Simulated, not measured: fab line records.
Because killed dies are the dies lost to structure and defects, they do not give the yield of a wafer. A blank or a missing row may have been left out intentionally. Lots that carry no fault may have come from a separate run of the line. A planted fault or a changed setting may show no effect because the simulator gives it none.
Struck lot and sound lot, side by side + flow nand_harc + 15 out of 1159 route steps
Sound: these wafers, L801.2, L801.4, L801.5. Struck: wafer L812.2 (L812.4, L812.6, from the same lot, were not struck and are left out); the cause is given at the end.
Order at every step that has rows: each side's tool, ch and its chambers, its first start. Under that, the readings that differ: sound wafers + struck wafers + difference of the means + sigmas: that difference in standard deviations of wafers without a fault.
alike: readings with means less than 2 such deviations apart, plus words and numbers identical on both sides. not compared: withheld readings, readings lacking a value on some wafer, bounds such as >300 that could conceal the same value, and numbers that have no deviation in the record and whose values overlap.
Wherever a step has rows on one side only, a row that says differs or no value, or a row with sigmas, the two part there. Numbers that have no deviation but don't overlap get no sigmas and don't part them. Lack of a reading on every wafer of one side parts them only where that side has two or more wafers.

first, 7 steps without rows for these wafers: NHARC_P_GATE_HMDS_19 (time 30 s); NHARC_P_GATE_COAT_20 (resist thk 90 nm); NHARC_P_GATE_SOFTBAKE_21 (time 55 s); NHARC_P_GATE_EBR_22; NHARC_P_GATE_EXPOSE_23 (exposes mask P GATE, target cd 120 nm); NHARC_P_GATE_PEB_24 (peb time 65 s); NHARC_P_GATE_DEVELOP_25 (develop time 35 s).
NHARC_P_GATE_CD_MEAS_26 targets a cd of 120 nm.
  sound on cd_sem-01 ch 0, day 5 00:44; struck on cd_sem-01 ch 0, day 7 23:34
  alike: cd_nm
NHARC_P_GATE_OVL_MEAS_27:
  sound on overlay-02 at day 5 00:49; struck on overlay-02 at day 7 23:39
  alike: overlay_x_nm, overlay_y_nm
NHARC_P_GATE_INSPECT_28:
  sound on defect_inspect-01 at day 5 00:52; struck on defect_inspect-01 at day 7 23:41
  alike: raw_defect_count
NHARC_P_GATE_DESCUM_31: chemistry O2, time 3 s.
  sound on rie_diel-11 ch 1,2,3, day 5 00:55; struck on rie_diel-13 ch 3, day 7 23:46
  alike: drypump_motor_current_A, mfc_ar_sccm, o2_flow_sccm, oes_product_au, rf_vpp_V, showerhead_plenum_p_Torr, throttle_valve_pct
  not compared: rf_hours_counter_h
NHARC_P_GATE_ETCH_104: etches the open film in CF4/CHF3, target depth 60 nm.
  sound on rie_diel-11 ch 0,1, day 5 01:01; struck on rie_diel-13 ch 1, day 7 23:50
| reading               | sound             | struck | difference | sigmas |
|-----------------------|-------------------|--------|------------|--------|
| oes_product_au (a.u.) | 0.912 0.915 0.924 | 0.964  | +0.047     | +2     |
  alike: drypump_motor_current_A, mfc_ar_sccm, rf_vpp_V, showerhead_plenum_p_Torr, throttle_valve_pct
NHARC_P_GATE_HM_OPEN_105: chemistry O2/COS, target depth 360 nm.
  sound on rie_diel-11 ch 0,1,3, day 5 01:00; struck on rie_diel-13 ch 0, day 7 23:00
| reading               | sound             | struck | difference | sigmas |
|-----------------------|-------------------|--------|------------|--------|
| oes_product_au (a.u.) | 1.012 0.978 0.987 | 0.528  | -0.464     | -48    |
  alike: drypump_motor_current_A, mfc_ar_sccm, o2_flow_sccm, rf_vpp_V, showerhead_plenum_p_Torr, throttle_valve_pct
  not compared: rf_hours_counter_h
then, 1 step without rows for these wafers: NHARC_P_GATE_STRIP_106 (strips in O2/COS).
-- the record jumps here: 17 days lie between the struck wafers' starts before and after (it left off in module P_GATE and takes up again in module END, whose first step shown is number 1159 of the route) --
NHARC_END_SORT_01:
  sound on prober-01 ch 0, day 19 11:11; struck on prober-01 ch 0, day 25 03:55
| reading             | sound    | struck | difference | sigmas      |
|---------------------|----------|--------|------------|-------------|
| killed_at_periphery | 3 8 4    | 657    | +652       | +99 or more |
| killed_dies         | 20 17 19 | 677    | +658       | +55         |
  alike: killed_at_array, killed_at_other, killed_open, killed_short

## WHERE THEY PART
At NHARC_P_GATE_ETCH_104 first; at NHARC_END_SORT_01 last (within this record only).

WHY: what the simulator had put in
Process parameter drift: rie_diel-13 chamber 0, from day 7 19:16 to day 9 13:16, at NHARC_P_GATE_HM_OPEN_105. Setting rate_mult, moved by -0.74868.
